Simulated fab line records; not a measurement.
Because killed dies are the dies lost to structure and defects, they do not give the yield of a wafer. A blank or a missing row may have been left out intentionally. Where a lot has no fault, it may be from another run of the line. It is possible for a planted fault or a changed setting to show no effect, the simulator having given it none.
fab line records    flow n5_finfet
record: lots: 7  wafers: 21
route steps=1938 shown BEOL_M11@1543 BEOL_M12@1609 BEOL_M13@1685
start_h: hours from the record's first day to the start of the lot's first wafer shown    wait_h: hours from the lot's prior step to this one    " same as the row above    L1.1+2: a single row standing in for several wafers    - no value, or no start was given    * or withheld: withheld    < > ~ a bound
route shown NAME@n: names a module that has steps shown in the file, with the first one's number in the route    usual: the fault-free wafers' mean and standard deviation    same: alike in all rows    chamber/n: place in a boat    sites: each site's reading    _std_site: standard deviation of those values    _edge_site: mean of outer sites minus mean of inner sites    radius_mm: how far each site lies from the wafer's centre    mask NAME#n: copy n    behind: the last tool/chamber to shape the wafer    hold: cause of the lot's hold/its duration in hours/its outcome    device: which transistor (n, p or np) failed to switch    end of line: tests run on the same wafers once the route is complete    a step without rows: its recipe alone    killed: the dies lost at the first sort to structure and to defects; this is not the yield of the wafer    map: the dies of a wafer, with x for killed, . for not killed, _ for no die there
set.NAME: setting as actually run; set.NAME@STEP: the setting as run at that earlier step    model.NAME: the simulator's own value behind a step, which no gauge read
lots with deliberately changed settings; one table per step, one row per wafer
== steps ==
step: N5_BEOL_M11_COAT_05
recipe: resist: CAR-ArF  spin_rpm: 1500  resist_thk_nm: 90
lot.wafer  tool            chamber  start_h  wait_h  set.spin_rpm  model.CAR-ArF_of_BEOL_M11_COAT_05.thk_nm
L076.2     litho_track-01  0        -        -       1500          90.2
L076.4     "               0        "        "       1357          94.6
L076.5     "               0        "        "       1357          94.4
L082.1+3   litho_track-01  0        -        -       1500          89.8
L082.2     "               0        "        "       1339          95.2
L088.4     litho_track-03  0        -        -       1500          89.6
L088.5+6   "               0        "        "       1500          90
L086.2     litho_track-03  0        -        -       1500          89.8
L086.5     "               0        "        "       1383          93.4
L086.6     "               0        "        "       1500          90
L087.2     litho_track-01  0        -        -       1500          89.8
L087.3     "               0        "        "       1500          90
L087.6     "               0        "        "       1500          89.6
L089.1     litho_track-01  0        -        -       1500          90
L089.5     "               0        "        "       1565          88.4
L089.6     "               0        "        "       1565          88.6
L091.3     litho_track-03  0        -        -       1500          90.6
L091.4     "               0        "        "       1357          94.8
L091.5     "               0        "        "       1500          90.2
step: N5_BEOL_M11_EBR_07
recipe: solvent: PGMEA  ebr_width_mm: 1.5
step: N5_BEOL_M11_SOFTBAKE_06
recipe: temp_c: 110  time_s: 60  resist: CAR-ArF
step: N5_BEOL_M11_EXPOSE_08
recipe: mask_id: M11  na: 1.35  source_shape: dipole  sigma_inner: 0.411  sigma_outer: 0.611  polarization: te  dose_mj: 53.75
step: N5_BEOL_M11_PEB_09
recipe: peb_temp_c: withheld  peb_time_s: 60  resist: CAR-ArF
step: N5_BEOL_M11_DEVELOP_10
recipe: develop_time_s: 30  developer: TMAH  resist: CAR-ArF  rinse_liquid: diw  dry: air_spin  dev_temp_c: 23
lot.wafer  tool            chamber  start_h  wait_h  set.spin_rpm@BEOL_M11_COAT_05  model.CAR-ArF_of_BEOL_M11_COAT_05.thk_nm
L076.2     litho_track-01  0        -        -       1500                           88.4
L076.4     "               0        "        "       1357                           93
L076.5     "               0        "        "       1357                           92.6
L082.1     litho_track-03  0        -        -       1500                           88.2
L082.2     "               0        "        "       1339                           93.4
L082.3     "               0        "        "       1500                           88
L088.4     litho_track-03  0        -        -       1500                           87.8
L088.5+6   "               0        "        "       1500                           88.2
L086.2     litho_track-01  0        -        -       1500                           88
L086.5     "               0        "        "       1383                           91.8
L086.6     "               0        "        "       1500                           88.2
L087.2+6   litho_track-04  0        -        -       1500                           88
L087.3     "               0        "        "       1500                           88.2
L089.1     litho_track-04  0        -        -       1500                           88.4
L089.5+6   "               0        "        "       1565                           86.8
L091.3     litho_track-03  0        -        -       1500                           88.8
L091.4     "               0        "        "       1357                           93
L091.5     "               0        "        "       1500                           88.6
step: N5_BEOL_M11_DESCUM_16
recipe: chemistry: O2  time_s: 7.9  source_power_w: 50  bias_power_w: 20  pressure_mtorr: 20  rf_frequency_hz: 2.712e+07  temp_c: 40  resist: CAR-ArF  o2_flow_sccm: 225
step: N5_BEOL_M11_ETCH_61
recipe: chemistry: CF4  target: SiARC  target_depth_a: 390  mask_material: CAR-ArF  time_s: 65  ion_energy_ev: 80  pressure_mtorr: 40  source_w: 545  bias_w: 36  Ar_flow_sccm: 100  cf4_flow_sccm: 100  ends: cleared
lot.wafer  tool         chamber  start_h  wait_h  set.spin_rpm@BEOL_M11_COAT_05  model.CAR-ArF_of_BEOL_M11_COAT_05.thk_nm
L076.2     rie_diel-05  3        239.73   0.0     1500                           55.6
L076.4     "            2        "        "       1357                           60.2
L076.5     "            2        "        "       1357                           60
L082.1     rie_diel-06  2        267.39   0.0     1500                           55.4
L082.2     "            1        "        "       1339                           60.8
L082.3     "            0        "        "       1500                           55.2
L088.4     rie_diel-03  3        299.35   0.0     1500                           54.8
L088.5+6   "            1,2      "        "       1500                           55.2
L086.2     rie_diel-03  2        299.60   0.0     1500                           55.2
L086.5     "            0        "        "       1383                           59
L086.6     "            1        "        "       1500                           55.4
L087.2     rie_diel-06  0        299.76   0.0     1500                           55.2
L087.3     "            3        "        "       1500                           55.4
L087.6     "            3        "        "       1500                           55
L089.1     rie_diel-06  3        320.74   0.0     1500                           55.6
L089.5+6   "            2,3      "        "       1565                           54
L091.3     rie_diel-06  0        326.92   0.0     1500                           55.8
L091.4     "            3        "        "       1357                           60.2
L091.5     "            0        "        "       1500                           55.6
step: N5_BEOL_M11_ETCH_62
recipe: chemistry: N2/H2  target: SOC  target_depth_a: 1100  overetch_a: 220  mask_material: SiARC  temp_c: 40  time_s: 165  ion_energy_ev: 200  pressure_mtorr: 30  source_w: 840  bias_w: 150  n2_flow_sccm: 200  h2_flow_sccm: 200
lot.wafer  tool         chamber  start_h  wait_h  set.spin_rpm@BEOL_M11_COAT_59  model.etch.depth_nm
L076.2     rie_diel-05  3        239.78   0.0     1598                           96.86
L076.4     "            2        "        "       1598                           97.23
L076.5     "            2        "        "       1500                           100.1
L082.1     rie_diel-06  2        267.44   0.0     1616                           96.7
L082.2+3   "            1,0      "        "       1500                           100.2
L088.4     rie_diel-03  3        299.40   0.0     1500                           99.97
L088.5     "            1        "        "       1500                           99.78
L088.6     "            2        "        "       1432                           102.4
L086.2     rie_diel-03  2        299.65   0.0     1620                           95.77
L086.5     "            0        "        "       1620                           96.27
L086.6     "            1        "        "       1500                           99.76
L087.2     rie_diel-06  0        299.81   0.0     1500                           99.79
L087.3     "            3        "        "       1500                           100.3
L087.6     "            3        "        "       1500                           100
L089.1     rie_diel-06  3        320.79   0.0     1370                           104.9
L089.5     "            2        "        "       1500                           100.5
L089.6     "            3        "        "       1500                           100.4
L091.3     rie_diel-06  0        326.97   0.0     1589                           97.7
L091.4     "            3        "        "       1589                           97.51
L091.5     "            0        "        "       1500                           100.4
step: N5_BEOL_M11_STRIP_68
recipe: chemistry: N2/H2  temp_c: 40  n2_flow_sccm: 200  h2_flow_sccm: 200  rf_frequency_hz: 6e+07
step: N5_BEOL_M11_STRIP_67
recipe: chemistry: CF4  resist: SiARC  power_w: 300  bias_power_w: 75  pressure_mtorr: 50  cf4_flow_sccm: 150  rf_frequency_hz: 6e+07
step: N5_BEOL_M11_HM_OPEN_17
recipe: chemistry: Cl2/BCl3  target_depth_a: 200  overetch_a: 60  target: TiN  mask_material: SOC  ion_energy_ev: 150  pressure_mtorr: 10  icp_w: 1000  bias_w: 126  Cl2_flow_sccm: 53.25  bcl3_flow_sccm: 21.75  Ar_flow_sccm: 25
lot.wafer  tool          chamber  start_h  wait_h  set.spin_rpm@BEOL_M11_COAT_59  model.SOC_of_BEOL_M11_COAT_59.thk_nm
L076.2     rie_metal-02  0        239.97   0.0     1598                           88.8
L076.4     "             0        "        "       1598                           89.2
L076.5     "             1        "        "       1500                           92
L082.1     rie_metal-03  0        267.62   0.0     1616                           88.8
L082.2     "             1        "        "       1500                           92.2
L082.3     "             0        "        "       1500                           92.4
L088.4     rie_metal-02  0        299.62   0.1     1500                           92.2
L088.5     "             1        "        "       1500                           91.8
L088.6     "             0        "        "       1432                           94.6
L086.2     rie_metal-03  1        299.84   0.0     1620                           87.6
L086.5     "             1        "        "       1620                           88.2
L086.6     "             0        "        "       1500                           91.8
L087.2     rie_metal-01  1        300.00   0.0     1500                           91.8
L087.3+6   "             0,1      "        "       1500                           92.2
L089.1     rie_metal-01  1        320.98   0.0     1370                           97
L089.5     "             0        "        "       1500                           92.4
L089.6     "             1        "        "       1500                           92.6
L091.3     rie_metal-03  0        327.18   0.1     1589                           89.8
L091.4     "             1        "        "       1589                           89.4
L091.5     "             1        "        "       1500                           92.2
step: N5_BEOL_M12_PEB_08
recipe: peb_temp_c: 130  peb_time_s: 90
lot.wafer   tool            chamber  start_h  wait_h  set.peb_time_s
L076.2+5    litho_track-04  0        247.28   0.0     90
L076.4      "               0        "        "       104.7
L082.1+2+3  litho_track-05  0        272.07   0.1     90
L088.4+5    litho_track-04  0        304.93   0.0     90
L088.6      "               0        "        "       107.3
L087.2+3+6  litho_track-05  0        307.10   0.0     90
L086.2+5+6  litho_track-02  0        307.49   0.0     74.23
L089.1+6    litho_track-05  0        327.89   0.1     90
L089.5      "               0        "        "       79
L091.3      litho_track-04  0        331.58   0.0     90
L091.4+5    "               0        "        "       84.4
step: N5_BEOL_M12_DEVELOP_09
recipe: develop_time_s: 45  rinse_liquid: diw  dry: air_spin  dev_temp_c: 21
step: N5_BEOL_M12_HARDBAKE_14
recipe: temp_c: 130  time_s: 120
step: N5_BEOL_M12_CD_MEAS_10
recipe: target_cd_nm: 140  landing_energy_ev: 500  detector: se_inlens  polarity: opening
usual: cd_nm: 140.5/1.5
lot.wafer  tool       chamber  start_h  wait_h  set.peb_time_s@BEOL_M12_PEB_08  cd_nm
L076.2     cd_sem-02  0        247.40   -       90                              140.9
L076.4     "          0        "        "       104.7                           145.2
L076.5     "          0        "        "       90                              139.7
L082.1     cd_sem-01  0        272.19   -       90                              139.6
L082.2     "          0        "        "       90                              140.5
L082.3     "          0        "        "       90                              138.5
L088.4     cd_sem-01  0        305.04   -       90                              140.9
L088.5     "          0        "        "       90                              142.9
L088.6     "          0        "        "       107.3                           147.1
L087.2     cd_sem-03  0        307.21   -       90                              139.1
L087.3     "          0        "        "       90                              138.9
L087.6     "          0        "        "       90                              139.4
L086.2     cd_sem-01  0        307.61   -       74.23                           133.0
L086.5     "          0        "        "       74.23                           133.3
L086.6     "          0        "        "       74.23                           135.0
L089.1     cd_sem-02  0        328.00   -       90                              138.0
L089.5     "          0        "        "       79                              134.9
L089.6     "          0        "        "       90                              137.7
L091.3     cd_sem-01  0        331.69   -       90                              141.9
L091.4     "          0        "        "       84.4                            138.8
L091.5     "          0        "        "       84.4                            141.2
step: N5_BEOL_M12_ETCH_59
recipe: chemistry: N2/H2  target: BARC  target_depth_a: 890  overetch_a: 267  time_s: 67.9  ion_energy_ev: 200  pressure_mtorr: 30  source_w: 840  bias_w: 150  n2_flow_sccm: 200  h2_flow_sccm: 200
lot.wafer   tool         chamber  start_h  wait_h  set.h2_flow_sccm
L076.2+4+5  rie_diel-04  0,0,2    247.52   0.0     200
L082.1+2+3  rie_diel-04  1,0,3    272.31   0.0     200
L088.4+5+6  rie_diel-04  0,3,2    305.16   0.0     200
L087.2+3+6  rie_diel-04  3,0,3    307.34   0.0     200
L086.2      rie_diel-01  2        307.73   0.0     206.2
L086.5+6    "            1,2      "        "       200
L089.1+5    rie_diel-04  0        328.13   0.0     200
L089.6      "            3        "        "       206.9
L091.3+4+5  rie_diel-02  0,2,3    331.81   0.0     200
step: N5_BEOL_M12_VIA_ETCH_16
recipe: chemistry: C4F8/O2/Ar  target: SiOC  pressure_mtorr: 30  source_w: 3000  bias_w: 700  Ar_flow_sccm: 400  C4F8_flow_sccm: 15  O2_flow_sccm: 8  he_inner_torr: 15  he_outer_torr: 30  target_depth_a: 7248  time_s: withheld  ion_energy_ev: 250  ends: cleared
step: N5_BEOL_M12_STRIP_63
recipe: chemistry: N2/H2  power_w: 1000  temp_c: 250  h2_frac: 0.65  overash_fraction: 0.3  pressure_mtorr: 1000  n2_flow_sccm: 1750  h2_flow_sccm: 3250
step: N5_BEOL_M12_STRIP_71
recipe: chemistry: post_etch_residue_remover  time_s: 60  temp_c: 25  remover_ph: withheld  remover_water_wt_pct: withheld  remover_fluoride_wt_pct: withheld
step: N5_BEOL_M12_SRD_72
recipe: time_s: 30  temp_c: 23  rinse_liquid: diw  dry: n2_spin  spin_rpm: 1500  dry_time_s: 30
step: N5_BEOL_M12_CD_MEAS_17
recipe: target_cd_nm: 140  polarity: opening
usual: cd_nm: 140.9/1.5
lot.wafer  tool       chamber  start_h  wait_h  set.peb_time_s@BEOL_M12_PEB_08  cd_nm
L076.2     cd_sem-02  -        247.98   0.0     90                              142.0
L076.4     "          -        "        "       104.7                           146.1
L076.5     "          -        "        "       90                              140.0
L082.1     cd_sem-03  -        272.77   0.0     90                              139.1
L082.2     "          -        "        "       90                              141.1
L082.3     "          -        "        "       90                              139.2
L088.4     cd_sem-01  -        305.63   0.0     90                              142.0
L088.5     "          -        "        "       90                              143.2
L088.6     "          -        "        "       107.3                           148.2
L087.2     cd_sem-01  -        307.79   0.0     90                              140.0
L087.3     "          -        "        "       90                              139.1
L087.6     "          -        "        "       90                              140.9
L086.2     cd_sem-03  -        308.19   0.0     74.23                           134.4
L086.5     "          -        "        "       74.23                           133.9
L086.6     "          -        "        "       74.23                           136.0
L089.1     cd_sem-01  -        328.58   0.0     90                              139.1
L089.5     "          -        "        "       79                              136.4
L089.6     "          -        "        "       90                              138.7
L091.3     cd_sem-03  -        332.27   0.0     90                              141.9
L091.4     "          -        "        "       84.4                            138.2
L091.5     "          -        "        "       84.4                            140.5
step: N5_BEOL_M13_EXPOSE_25
recipe: mask_id: M13  na: 0.93  source_shape: conventional  sigma_outer: 0.4  polarization: unpolarized  target_cd_nm: 210  dose_mj: 22
lot.wafer   tool            chamber  start_h  wait_h  mask   set.dose_mj
L076.2+4+5  krf_scanner-01  0        253.46   -       M13#0  22
L082.1      krf_scanner-01  0        278.08   -       M13#0  22
L082.2+3    "               0        "        "       M13#0  23.33
L088.4      krf_scanner-01  0        311.33   -       M13#0  22
L088.5+6    "               0        "        "       M13#0  22.76
L087.2+3+6  krf_scanner-01  0        311.86   -       M13#0  22
L086.2+6    krf_scanner-01  0        317.12   -       M13#0  22
L086.5      "               0        "        "       M13#0  22.9
L089.1+6    krf_scanner-02  0        336.54   -       M13#0  22
L089.5      "               0        "        "       M13#0  23.53
L091.3      krf_scanner-02  0        339.05   -       M13#0  22
L091.4+5    "               0        "        "       M13#0  23.23
step: N5_BEOL_M13_PEB_26
recipe: peb_temp_c: 130  peb_time_s: 90
step: N5_BEOL_M13_DEVELOP_27
recipe: develop_time_s: 45  rinse_liquid: diw  dry: air_spin  dev_temp_c: 21
step: N5_BEOL_M13_HARDBAKE_32
recipe: temp_c: 130  time_s: 120
step: N5_BEOL_M13_CD_MEAS_28
recipe: target_cd_nm: 209.5  landing_energy_ev: 500  detector: se_inlens
usual: cd_nm: 209.5/0.88
lot.wafer  tool       chamber  start_h  wait_h  set.dose_mj@BEOL_M13_EXPOSE_25  cd_nm
L076.2     cd_sem-01  0        253.63   -       22                              208.6
L076.4     "          0        "        "       22                              208.1
L076.5     "          0        "        "       22                              209.4
L082.1     cd_sem-03  0        278.26   -       22                              209.3
L082.2     "          0        "        "       23.33                           215.3
L082.3     "          0        "        "       23.33                           215.2
L088.4     cd_sem-01  0        311.49   -       22                              209.7
L088.5     "          0        "        "       22.76                           213.6
L088.6     "          0        "        "       22.76                           212.7
L087.2     cd_sem-03  0        312.03   -       22                              210.1
L087.3     "          0        "        "       22                              210.5
L087.6     "          0        "        "       22                              209.2
L086.2     cd_sem-01  0        317.29   -       22                              208.8
L086.5     "          0        "        "       22.9                            212.7
L086.6     "          0        "        "       22                              208.3
L089.1     cd_sem-02  0        336.71   -       22                              210.0
L089.5     "          0        "        "       23.53                           217.0
L089.6     "          0        "        "       22                              209.5
L091.3     cd_sem-01  0        339.21   -       22                              208.9
L091.4     "          0        "        "       23.23                           215.0
L091.5     "          0        "        "       23.23                           214.5
step: N5_BEOL_M13_DESCUM_33
recipe: chemistry: O2  time_s: 7.9  source_power_w: 50  bias_power_w: 20  pressure_mtorr: 20  rf_frequency_hz: 2.712e+07  temp_c: 40  o2_flow_sccm: 225
lot.wafer  tool         chamber  start_h  wait_h  set.dose_mj@BEOL_M13_EXPOSE_25  model.BEOL_M13.cd_nm
L076.2     rie_diel-03  1        253.72   0.0     22                              208.8
L076.4     "            0        "        "       22                              208.2
L076.5     "            3        "        "       22                              209.4
L082.1     rie_diel-03  0        278.34   0.0     22                              209
L082.2+3   "            3,2      "        "       23.33                           215.4
L088.4     rie_diel-06  3        311.76   0.2     22                              209.8
L088.5     "            1        "        "       22.76                           213.8
L088.6     "            0        "        "       22.76                           212.6
L087.2     rie_diel-06  2        312.31   0.2     22                              210
L087.3     "            1        "        "       22                              210.2
L087.6     "            1        "        "       22                              209.2
L086.2     rie_diel-05  1        317.38   0.0     22                              208.8
L086.5     "            2        "        "       22.9                            212.8
L086.6     "            1        "        "       22                              208.6
L089.1     rie_diel-03  0        336.80   0.0     22                              210.2
L089.5     "            1        "        "       23.53                           217
L089.6     "            2        "        "       22                              209.6
L091.3     rie_diel-06  1        339.32   0.1     22                              209.2
L091.4     "            2        "        "       23.23                           214.8
L091.5     "            2        "        "       23.23                           215
step: N5_BEOL_M13_ETCH_67
recipe: chemistry: CF4  target: SiARC  target_depth_a: 1430  time_s: 238.3  ion_energy_ev: 80  pressure_mtorr: 40  source_w: 545  bias_w: 36  Ar_flow_sccm: 100  cf4_flow_sccm: 100  ends: cleared
lot.wafer  tool         chamber  start_h  wait_h  set.dose_mj@BEOL_M13_EXPOSE_25  model.BEOL_M13.cd_nm
L076.2     rie_diel-03  1        253.75   0.0     22                              209.8
L076.4     "            0        "        "       22                              209
L076.5     "            3        "        "       22                              210.2
L082.1     rie_diel-03  0        278.38   0.0     22                              209.4
L082.2     "            3        "        "       23.33                           216.2
L082.3     "            2        "        "       23.33                           216
L088.4     rie_diel-06  3        311.80   0.0     22                              209.8
L088.5     "            1        "        "       22.76                           214.2
L088.6     "            0        "        "       22.76                           213.2
L087.2     rie_diel-06  2        312.35   0.0     22                              211.2
L087.3     "            1        "        "       22                              210.8
L087.6     "            1        "        "       22                              209.6
L086.2     rie_diel-05  1        317.41   0.0     22                              209.2
L086.5     "            2        "        "       22.9                            213.2
L086.6     "            1        "        "       22                              209
L089.1     rie_diel-03  0        336.83   0.0     22                              210.4
L089.5     "            1        "        "       23.53                           217.8
L089.6     "            2        "        "       22                              210.2
L091.3     rie_diel-06  1        339.36   0.0     22                              209.4
L091.4     "            2        "        "       23.23                           214.8
L091.5     "            2        "        "       23.23                           215.4
step: N5_BEOL_M13_ETCH_68
recipe: chemistry: N2/H2  target: SOC  mask_material: SiARC  source_w: 3000  bias_w: 350  temp_c: 40  time_s: 355  ion_energy_ev: 200  pressure_mtorr: 30  n2_flow_sccm: 200  h2_flow_sccm: 200
lot.wafer  tool         chamber  start_h  wait_h  set.time_s  set.dose_mj@BEOL_M13_EXPOSE_25  model.BEOL_M13.cd_nm  model.SiARC_of_BEOL_M13_COAT_66.thk_nm
L076.2     rie_diel-03  1        253.90   0.1     355         22                              208.6                 77.8
L076.4     "            0        "        "       355         22                              208.8                 78.2
L076.5     "            3        "        "       433.6       22                              212                   70.4
L082.1     rie_diel-03  0        278.53   0.1     355         22                              211                   78.4
L082.2     "            3        "        "       355         23.33                           217.6                 78
L082.3     "            2        "        "       384         23.33                           217.8                 75.2
L088.4     rie_diel-06  3        311.95   0.1     278.8       22                              208.2                 84.2
L088.5     "            1        "        "       355         22.76                           214.4                 77
L088.6     "            0        "        "       278.8       22.76                           210.4                 84.6
L087.2     rie_diel-06  2        312.49   0.1     355         22                              210.8                 77.6
L087.3     "            1        "        "       355         22                              211.6                 76.8
L087.6     "            1        "        "       355         22                              209.6                 76.8
L086.2     rie_diel-05  1        317.56   0.1     355         22                              209.6                 76.4
L086.5     "            2        "        "       355         22.9                            214.4                 76.6
L086.6     "            1        "        "       403.1       22                              210.6                 71.6
L089.1     rie_diel-03  0        336.98   0.1     355         22                              211.8                 77.8
L089.5     "            1        "        "       355         23.53                           217.4                 77.8
L089.6     "            2        "        "       355         22                              211                   77.4
L091.3     rie_diel-06  1        339.50   0.1     388.6       22                              210.8                 73.2
L091.4     "            2        "        "       355         23.23                           214.8                 77.2
L091.5     "            2        "        "       388.6       23.23                           215.8                 73.8
== key ==
split: step: N5_BEOL_M11_COAT_05  setting: spin_rpm  stated: 1500  by: wafer
response: step: N5_BEOL_M11_COAT_05  reading: model.CAR-ArF_of_BEOL_M11_COAT_05.thk_nm  change: -0.464  per: 1%  r: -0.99
response: step: N5_BEOL_M11_DEVELOP_10  reading: model.CAR-ArF_of_BEOL_M11_COAT_05.thk_nm  change: -0.466  per: 1%  r: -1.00
response: step: N5_BEOL_M11_ETCH_61  reading: model.CAR-ArF_of_BEOL_M11_COAT_05.thk_nm  change: -0.48  per: 1%  r: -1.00
split: step: N5_BEOL_M12_PEB_08  setting: peb_time_s  stated: 90  by: wafer
response: step: N5_BEOL_M12_CD_MEAS_10  reading: cd_nm  change: +0.278  per: 1%  r: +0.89
response: step: N5_BEOL_M12_CD_MEAS_17  reading: cd_nm  change: +0.288  per: 1%  r: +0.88
split: step: N5_BEOL_M12_ETCH_59  setting: h2_flow_sccm  stated: 200  by: wafer
response none clear
split: step: N5_BEOL_M13_EXPOSE_25  setting: dose_mj  stated: 22  by: wafer
response: step: N5_BEOL_M13_CD_MEAS_28  reading: cd_nm  change: +1.02  per: 1%  r: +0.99
response: step: N5_BEOL_M13_DESCUM_33  reading: model.BEOL_M13.cd_nm  change: +1.02  per: 1%  r: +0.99
response: step: N5_BEOL_M13_ETCH_67  reading: model.BEOL_M13.cd_nm  change: +1.07  per: 1%  r: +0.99
response: step: N5_BEOL_M13_ETCH_68  reading: model.BEOL_M13.cd_nm  change: +0.963  per: 1%  r: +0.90
split: step: N5_BEOL_M13_ETCH_68  setting: time_s  stated: 355  by: wafer
response: step: N5_BEOL_M13_ETCH_68  reading: model.SiARC_of_BEOL_M13_COAT_66.thk_nm  change: -0.351  per: 1%  r: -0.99
split outside_this_file step=N5_BEOL_M11_COAT_59 setting=spin_rpm
split outside_this_file: this setting was split too, and the file shows its column; the key of that split is in another file
